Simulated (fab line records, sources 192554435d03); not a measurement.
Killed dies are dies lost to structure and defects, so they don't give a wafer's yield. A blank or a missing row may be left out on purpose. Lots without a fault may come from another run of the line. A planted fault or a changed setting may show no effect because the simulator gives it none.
fab line records | flow n5_finfet
record lots=6 wafers=18 last_day=18
route steps=1938 shown BEOL_M1@833 BEOL_M2@841 BEOL_M4@1111 PASSIVATION@1936
lots that met no fault: from a run of the same line without faults
start_h: hours from the record's first day to the start of the lot's first wafer shown | wait_h: hours since the lot's step before | " the same as in the row above | L1.1+2: a row that stands for several wafers | - no value, or no start given | * or withheld: withheld | < > ~ a bound
route shown NAME@n: a module of which the file shows steps, and the number in the route of the first | usual: mean/standard deviation of fault-free wafers | same: alike in all rows | chamber/n: place in a boat | sites: the reading at each site | _std_site: their standard deviation | _edge_site: outer sites' mean less inner sites' | radius_mm: how far each site lies from the wafer's centre | mask NAME#n: copy n | behind: the tool/chamber that last shaped the wafer | hold: why the lot was held/for how many hours/how that ended | device: the transistor (n, p or np) that didn't switch | end of line: the same wafers' tests at the end of the route | a step without rows: its recipe alone | killed: dies lost to structure and defects at the first sort, not the wafer's yield | map: a wafer's dies, x killed, . not, _ none there
set.NAME: the setting as run; set.NAME@STEP: as run at that earlier step | model.NAME: the simulator's own value behind a step, which no gauge read
lots at some steps of the route; a table a step, a row a wafer
services: from which hour (start_h, from the record's first day; less than 0 if before it) a tool's chamber was out of use, for how many hours, and why
## steps
# step N5_BEOL_M1_CMP_52
# recipe stop_on=SiOC t_overpolish_s=6.8 down_force_psi=1 platen_rpm=50 clearing_platen_down_force_psi=1.5 clearing_platen_rpm=50 post_cmp_clean=cu_alkaline target_thk_nm=40 clearing_platen_pad_velocity_m_s=0.99484 pad_velocity_m_s=0.99484
# usual barrier_field_endpoint_s=25.1/0.84 motor_current_A=6.3/0.8 overpolish_run_s=6.801/0.0091 time_to_endpoint_s=63/4.1
# same t_overpolish_s=6.8
# columns lot.wafer tool chamber start_h wait_h barrier_field_endpoint_s motor_current_A overpolish_run_s time_to_endpoint_s
L829.4 cmp-02 1 136.71 0.2 27.1 6.5 6.812 70
L829.5 " 0 " " 25.4 6.4 6.799 62
L829.6 " 1 " " 26.4 6.5 6.788 66
L833.1 cmp-01 3 168.68 0.3 24.3 8.0 6.789 61
L833.5 " 2 " " 24.5 7.6 6.809 63
L833.6 " 3 " " 24.4 7.8 6.817 61
L840.1 cmp-01 0 211.44 0.3 23.9 6.2 6.788 60
L840.2 " 2 " " 25.4 7.3 6.786 64
L840.6 " 3 " " 24.4 7.9 6.795 63
L842.3 cmp-03 2 219.22 0.2 25.9 6.0 6.793 59
L842.4 " 3 " " 26.2 4.9 6.809 64
L842.1 " 0 " " 25.6 5.5 6.798 63
L849.2 cmp-01 1 288.21 0.2 23.6 6.8 6.798 57
L849.4 " 2 " " 25.4 7.0 6.802 62
L849.6 " 1 " " 24.6 6.2 6.804 59
L850.3 cmp-02 0 291.54 0.2 23.0 6.2 6.800 54
L850.1 " 2 " " 24.4 4.7 6.810 58
L850.6 " 3 " " 23.9 6.0 6.805 55
# step N5_BEOL_M1_THK_MEAS_53
# recipe thk_meas_gauge=xrf reads=Cu_of_BEOL_M1_ECD_50
# usual M1_THK=39.8/1.9
# columns lot.wafer tool chamber start_h wait_h M1_THK[nm]
L829.4 film_metro-02 - 136.97 - 42.2
L829.5 " - " " 38.6
L829.6 " - " " 43.4
L833.1 film_metro-02 - 168.94 - 37.6
L833.5 " - " " 39.9
L833.6 " - " " 40.1
L840.1 film_metro-02 - 211.70 - 37.4
L840.2 " - " " 40.3
L840.6 " - " " 38.9
L842.1 film_metro-02 - 219.48 - 40.4
L842.3 " - " " 41.2
L842.4 " - " " 43.3
L849.2 film_metro-02 - 288.46 - 38.9
L849.4 " - " " 41.6
L849.6 " - " " 40.5
L850.1 film_metro-01 - 291.80 - 36.4
L850.3 " - " " 37.5
L850.6 " - " " 37.9
# step N5_BEOL_M1_PRE_CLEAN_60
# recipe gas=NH3/H2 time_s=15 temp_c=* rf_power_w=300
# usual heater_power_w=98/27 rf_fwd_power_W=297.0/1.1
# columns lot.wafer tool chamber start_h wait_h heater_power_w rf_fwd_power_W
L829.4 cvd_co-01 1 137.02 0.1 62 296.2
L829.5 " 0 " " 91 297.9
L829.6 " 2 " " 138 296.7
L833.1 cvd_co-01 0 168.98 0.0 94 297.4
L833.5 " 1 " " 62 298.6
L833.6 " 0 " " 93 297.5
L840.1 cvd_co-02 1 211.95 0.3 83 294.8
L840.2 " 2 " " 71 297.0
L840.6 " 0 " " 109 298.4
L842.1 cvd_co-02 1 219.52 0.0 81 296.2
L842.3 " 0 " " 111 297.8
L842.4 " 2 " " 70 294.5
L849.2 cvd_co-01 2 288.50 0.0 147 296.3
L849.4 " 2 " " 139 296.3
L849.6 " 0 " " 93 300.7
L850.1 cvd_co-02 1 291.83 0.0 84 296.2
L850.3 " 2 " " 71 296.3
L850.6 " 2 " " 73 296.6
# step N5_BEOL_M1_CO_CAP_55
# recipe material=Co target_thk_a=20 temp_c=200 precursor=CCTBA/H2 pressure_torr=30 time_s=102.1
# step N5_BEOL_M1_PRE_CLEAN_56
# recipe gas=NH3 time_s=15 temp_c=withheld rf_power_w=300
# step N5_BEOL_M1_DEP_57
# recipe material=SiCN target_thk_a=80 temp_c=withheld precursor=3MS/NH3 pressure_torr=3 rf_w=202 time_s=14
# usual chamber_pressure_Torr=3.000/0.0065 rf_fwd_power_W=199.1/0.99 showerhead_plenum_p_Torr=3.667/0.014 throttle_valve_pct=8.8/0.43
# columns lot.wafer tool chamber start_h wait_h chamber_pressure_Torr rf_fwd_power_W showerhead_plenum_p_Torr throttle_valve_pct
L829.4 pecvd-03 1 137.18 0.0 2.993 198.4 3.668 8.3
L829.5 " 0 " " 3.009 199.2 3.681 9.0
L829.6 " 2 " " 2.998 199.6 3.687 9.0
L833.1 pecvd-04 0 169.14 0.0 3.002 200.6 3.647 8.4
L833.5 " 1 " " 2.997 199.1 3.642 8.7
L833.6 " 2 " " 3.008 198.6 3.656 8.3
L840.1 pecvd-03 0 212.12 0.0 2.988 200.2 3.686 9.3
L840.2 " 1 " " 3.014 197.1 3.664 8.7
L840.6 " 1 " " 2.998 198.8 3.685 8.6
L842.1 pecvd-04 1 219.68 0.0 3.006 199.0 3.649 8.7
L842.3 " 0 " " 2.994 200.0 3.647 8.7
L842.4 " 0 " " 2.999 200.2 3.657 8.7
L849.2 pecvd-02 0 288.66 0.0 2.992 199.1 3.660 9.0
L849.4 " 2 " " 2.995 199.7 3.648 9.3
L849.6 " 0 " " 2.996 198.5 3.655 9.3
L850.1 pecvd-03 2 291.99 0.0 2.995 198.4 3.681 8.3
L850.3 " 0 " " 2.995 199.5 3.682 8.8
L850.6 " 1 " " 2.995 198.3 3.668 8.6
# step N5_BEOL_M1_RS_MEAS_58
# recipe thk_meas_gauge=four-point-probe reads=Co_of_BEOL_M1_CO_CAP_55+Cu_of_BEOL_M1_ECD_50+Co_of_BEOL_M1_CVD_47+TaN_of_BEOL_M1_ALD_84
# usual M1_RS=0.68/0.041
# columns lot.wafer tool chamber start_h wait_h M1_RS[ohm/sq]
L829.4 film_metro-02 - 137.23 0.0 0.63
L829.5 " - " " 0.70
L829.6 " - " " 0.61
L833.1 film_metro-02 - 169.20 0.0 0.72
L833.5 " - " " 0.67
L833.6 " - " " 0.66
L840.1 film_metro-02 - 212.21 0.1 0.74
L840.2 " - " " 0.68
L840.6 " - " " 0.71
L842.1 film_metro-02 - 219.74 0.0 0.66
L842.3 " - " " 0.64
L842.4 " - " " 0.60
L849.2 film_metro-02 - 288.72 0.1 0.70
L849.4 " - " " 0.64
L849.6 " - " " 0.66
L850.1 film_metro-01 - 292.06 0.0 0.76
L850.3 " - " " 0.73
L850.6 " - " " 0.73
# step N5_BEOL_M1_INSPECT_59
# recipe inspect_instrument=darkfield mode=post_dep
# usual raw_defect_count=67/22
# columns lot.wafer tool chamber start_h wait_h raw_defect_count
L829.4 defect_inspect-02 - 137.26 0.0 94
L829.5 " - " " 56
L829.6 " - " " 54
L833.1 defect_inspect-02 - 169.23 0.0 43
L833.5 " - " " 96
L833.6 " - " " 97
L840.1 defect_inspect-02 - 212.23 0.0 48
L840.2 " - " " 56
L840.6 " - " " 87
L842.1 defect_inspect-02 - 219.77 0.0 52
L842.3 " - " " 51
L842.4 " - " " 62
L849.2 defect_inspect-02 - 288.75 0.0 70
L849.4 " - " " 58
L849.6 " - " " 89
L850.1 defect_inspect-02 - 292.08 0.0 82
L850.3 " - " " 49
L850.6 " - " " 95
# step N5_BEOL_M2_ILD_DEP_00
# recipe material=SiOC target_thk_a=790 temp_c=350 precursor=DEMS/O2 pressure_torr=5 rf_w=500 time_s=15.3
# step N5_BEOL_M2_THK_MEAS_01
# recipe reads=SiOC_of_BEOL_M2_ILD_DEP_00
# usual M2_ILD_THK=78.9/1.3
# columns lot.wafer tool chamber start_h wait_h M2_ILD_THK[nm]
L829.4 film_metro-02 - 137.36 0.0 78.7
L829.5 " - " " 81.5
L829.6 " - " " 79.1
L833.1 film_metro-02 - 169.33 0.0 78.1
L833.5 " - " " 80.4
L833.6 " - " " 79.5
L840.1 film_metro-01 - 212.34 0.0 79.5
L840.2 " - " " 79.6
L840.6 " - " " 80.6
L842.1 film_metro-02 - 219.89 0.1 76.7
L842.3 " - " " 81.0
L842.4 " - " " 78.0
L849.2 film_metro-02 - 288.87 0.1 79.9
L849.4 " - " " 80.2
L849.6 " - " " 79.4
L850.1 film_metro-01 - 292.19 0.0 76.4
L850.3 " - " " 77.3
L850.6 " - " " 79.1
# step N5_BEOL_M2_PECVD_72
# recipe material=SiO2 target_thk_a=160 temp_c=400 precursor=TEOS/O2 pressure_torr=5.5 rf_w=450 teos_flow_sccm=53.8 gas=O2 flow_sccm=3000 time_s=18
# usual chamber_pressure_Torr=5.499/0.011 heater_power_w=699/57 rf_fwd_power_W=443.6/1.7 showerhead_plenum_p_Torr=8.80/0.069 throttle_valve_pct=21.6/0.85
# columns lot.wafer tool chamber start_h wait_h chamber_pressure_Torr heater_power_w rf_fwd_power_W showerhead_plenum_p_Torr throttle_valve_pct
L829.4 pecvd-04 1 137.42 0.1 5.508 607 442.6 8.70 21.3
L829.5 " 2 " " 5.496 808 443.9 8.76 19.9
L829.6 " 0 " " 5.522 684 446.3 8.74 21.1
L833.1 pecvd-03 0 169.37 0.0 5.507 758 442.8 8.90 22.2
L833.5 " 0 " " 5.490 759 443.6 8.89 22.1
L833.6 " 1 " " 5.518 714 443.8 8.84 21.1
L840.1 pecvd-01 0 212.37 0.0 5.501 740 443.4 8.81 21.8
L840.2 " 2 " " 5.498 615 444.0 8.78 21.6
L840.6 " 2 " " 5.506 617 444.0 8.80 21.8
L842.1 pecvd-04 2 219.93 0.0 5.464 756 444.8 8.77 20.1
L842.3 " 0 " " 5.493 719 447.0 8.76 21.4
L842.4 " 2 " " 5.493 759 442.9 8.77 20.1
L849.2 pecvd-04 0 288.91 0.0 5.498 659 445.0 8.77 21.3
L849.4 " 1 " " 5.489 724 443.1 8.66 21.6
L849.6 " 2 " " 5.498 834 444.6 8.77 20.2
L850.1 pecvd-01 2 292.22 0.0 5.503 674 444.9 8.79 22.0
L850.3 " 1 " " 5.498 769 442.4 8.85 21.6
L850.6 " 2 " " 5.502 656 445.5 8.79 22.3
# step N5_BEOL_M2_HM_DEP_02
# recipe material=TiN target_thk_a=200 temp_c=25 chamber_pressure_pa=0.49996
# usual throttle_valve_pct=29.5/0.94
# columns lot.wafer tool chamber start_h wait_h throttle_valve_pct
L829.4 pvd_sputter-01 - 137.85 0.4 28.7
L829.5 " - " " 28.9
L829.6 " - " " 29.8
L833.1 pvd_sputter-02 - 169.43 0.0 31.7
L833.5 " - " " 30.2
L833.6 " - " " 32.2
L840.1 pvd_sputter-03 - 212.83 0.4 29.5
L840.2 " - " " 28.7
L840.6 " - " " 29.1
L842.1 pvd_sputter-02 - 221.18 1.2 28.8
L842.3 " - " " 29.7
L842.4 " - " " 32.0
L849.2 pvd_sputter-03 - 288.96 0.0 28.6
L849.4 " - " " 28.6
L849.6 " - " " 28.4
L850.1 pvd_sputter-03 - 293.12 0.9 29.2
L850.3 " - " " 28.6
L850.6 " - " " 29.3
# step N5_BEOL_M2_COAT_61
# recipe resist=SOC temp_c=250 time_s=60 spin_rpm=1500 resist_thk_nm=60
# usual heater_power_total_W=500.2/1.8 plate_temp_C=250.03/0.17
# columns lot.wafer tool chamber start_h wait_h heater_power_total_W plate_temp_C
L829.4 litho_track-03 0 137.98 0.1 498.0 249.87
L829.5 " 0 " " 499.8 249.88
L829.6 " 0 " " 497.4 249.66
L833.1 litho_track-03 0 169.55 0.1 503.2 249.84
L833.5 " 0 " " 498.1 250.00
L833.6 " 0 " " 503.2 249.96
L840.1 litho_track-03 0 212.96 0.1 513.0 254.71
L840.2 " 0 " " 516.1 254.87
L840.6 " 0 " " 514.7 254.94
L842.1 litho_track-03 0 221.31 0.1 515.4 254.85
L842.3 " 0 " " 512.7 255.16
L842.4 " 0 " " 509.5 254.83
L849.2 litho_track-02 0 289.09 0.1 499.8 250.07
L849.4 " 0 " " 499.9 250.14
L849.6 " 0 " " 499.0 250.25
L850.1 litho_track-03 0 293.25 0.1 499.0 250.08
L850.3 " 0 " " 501.3 250.02
L850.6 " 0 " " 498.1 249.83
# step N5_BEOL_M2_COAT_62
# recipe resist=SiARC temp_c=220 time_s=60 spin_rpm=1500 resist_thk_nm=12
# step N5_BEOL_M4_RC_MEAS_101
# usual DIBL_N=36.2/2.2 DIBL_P=36.5/3 IOFF_N=0.16/0.039 IOFF_P=0.22/0.047 ION_N=675/15 ION_P=463/10 SS_N=71.6/0.71 SS_P=73.4/0.94 VT_N=250/3.6 VT_P=-250/3.9
# columns lot.wafer tool chamber start_h wait_h DIBL_N[mV/V] DIBL_P[mV/V] IOFF_N[nA/um] IOFF_P[nA/um] ION_N[uA/um] ION_P[uA/um] SS_N[mV/dec] SS_P[mV/dec] VT_N[mV] VT_P[mV]
L829.4 prober-02 0 169.66 0.5 38.1 38.6 0.17 0.26 667 463 72.4 74.0 249 -246
L829.5 " 0 " " 38.4 38.9 0.20 0.27 676 465 71.6 74.4 248 -246
L829.6 " 0 " " 35.7 35.0 0.14 0.19 675 466 71.4 73.2 251 -250
L833.1 prober-02 0 200.80 0.0 36.8 38.3 0.19 0.26 665 460 72.2 75.0 245 -245
L833.5 " 0 " " 39.2 40.2 0.23 0.30 683 463 72.6 75.2 247 -246
L833.6 " 0 " " 37.2 38.9 0.19 0.28 673 465 71.4 75.3 249 -246
L840.1 prober-02 0 256.35 0.0 35.2 33.2 0.12 0.15 659 448 70.9 71.6 254 -255
L840.2 " 0 " " 36.1 34.5 0.13 0.16 677 460 71.1 72.7 254 -257
L840.6 " 0 " " 36.9 36.0 0.14 0.18 680 466 71.4 73.3 253 -253
L842.1 prober-01 0 274.10 0.0 37.9 35.5 0.14 0.19 659 453 71.6 74.8 253 -252
L842.3 " 0 " " 34.2 31.7 0.10 0.14 668 456 70.4 73.0 256 -254
L842.4 " 0 " " 39.0 37.4 0.17 0.22 673 453 72.1 74.3 249 -251
L849.2 prober-02 0 317.39 0.2 36.9 35.4 0.16 0.19 691 472 70.5 73.5 251 -252
L849.4 " 0 " " 36.2 34.3 0.13 0.17 653 449 72.0 73.8 252 -253
L849.6 " 0 " " 39.9 39.3 0.20 0.25 684 471 72.5 74.0 248 -251
L850.1 prober-01 0 320.94 0.0 35.6 36.6 0.16 0.21 669 460 72.2 72.8 250 -250
L850.3 " 0 " " 35.7 37.9 0.18 0.23 693 476 71.6 73.7 247 -250
L850.6 " 0 " " 36.3 39.2 0.19 0.26 685 473 72.2 73.8 248 -248
# step N5_PASSIVATION_PROBE_49
# usual defect_limited_yield=91.5/1.5 killed_at_M0_to_M3=32/10 killed_at_M4_up=13/4.9 killed_at_contacts=13/6.1 killed_at_front_end=38/11 killed_at_other=3/3.2 killed_dies=101/18 killed_open=66/13 killed_short=32/8.3 sort_bin_5_function=5.0/1 sort_bin_6_memory=3.2/0.74 sort_bin_8_speed=0.1/1.1 sort_n_pass=1078/22
# same gross_dies=1180 killed_at_back_side=0 sort_bin_4_leakage[%]=0
# columns lot.wafer tool chamber start_h wait_h defect_limited_yield[%] killed_at_M0_to_M3 killed_at_M4_up killed_at_contacts killed_at_front_end killed_at_other killed_dies killed_open killed_short sort_bin_5_function[%] sort_bin_6_memory[%] sort_bin_8_speed[%] sort_n_pass
L840.6 prober-02 - 361.40 0.3 90.2 50 15 16 34 1 116 78 38 6.1 3.6 0 1064
L842.4 prober-01 - 386.55 0.2 90.8 27 20 15 44 2 108 67 41 4.7 4.2 0 1072
# killed by level:class
L840.6 MOL_CONTACT_COAG:geometric_particle:open=14 BEOL_M0_SAQP:geometric_particle:open=14 BEOL_M0_SAQP:geometric_particle:short=10 BEOL_M3:geometric_particle:open=10 FIN_SAQP:geometric_particle:short=6 STI_FIN_REVEAL:geometric_particle:open=6 FIN_SAQP:geometric_particle:open=5 BEOL_M3:geometric_particle:short=5
L842.4 FIN_SAQP:geometric_particle:short=11 FIN_SAQP:geometric_particle:open=11 MOL_CONTACT_COAG:geometric_particle:open=11 DUMMY_GATE:geometric_particle:open=7 BEOL_M0_SAQP:geometric_particle:short=5 BEOL_M3:geometric_particle:open=5 MOL_CONTACT_COAG:geometric_particle:short=4 BEOL_M0:geometric_particle:short=4
## services
# columns tool chamber start_h hours kind
pecvd-04 2 115.95 6.9 repair
pecvd-01 - 120.19 2.0 repair
cmp-02 - 120.21 4.8 pm
pvd_sputter-03 - 121.47 2.2 repair
cmp-02 - 125.63 1.4 repair
pecvd-01 - 126.90 0.9 repair
cmp-01 - 135.99 0.7 repair
cmp-02 - 152.67 0.9 repair
pecvd-04 - 170.44 0.4 repair
cvd_co-01 - 171.25 14.6 pm
pvd_sputter-02 - 174.82 1.6 repair
pecvd-03 1 184.02 19.0 repair
cvd_co-02 - 185.90 14.6 pm
pecvd-04 - 190.11 0.7 repair
cvd_co-01 1 194.93 65.5 repair
cmp-03 - 198.74 14.5 pm
pecvd-04 2 206.38 3.8 repair
cvd_co-01 - 211.02 2.8 pm
cmp-01 - 214.55 4.0 pm
pecvd-02 - 222.95 4.3 pm
cmp-03 - 223.03 0.7 repair
cmp-02 - 239.18 8.5 repair
cmp-02 - 273.72 4.0 pm
pecvd-03 2 293.08 6.2 repair
## key
first_sign step=N5_BEOL_M2_COAT_61 reading=plate_temp_C direction=up sigmas=29 usual=* struck=*
effect step=N5_BEOL_M2_COAT_61 reading=heater_power_total_W direction=up sigmas=7.4 usual=* struck=*
met_at N5_BEOL_M2_COAT_61
struck_wafers L840.1,L840.2,L840.6,L842.1,L842.3,L842.4
onset_between 169.55 212.96
fault kind=process_parameter_drift tool=litho_track-03 chamber=- onset_h=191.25 steps=N5_BEOL_M2_COAT_61 channel=temp_c offset=* shape=step end_h=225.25 acts_in=* stated=*
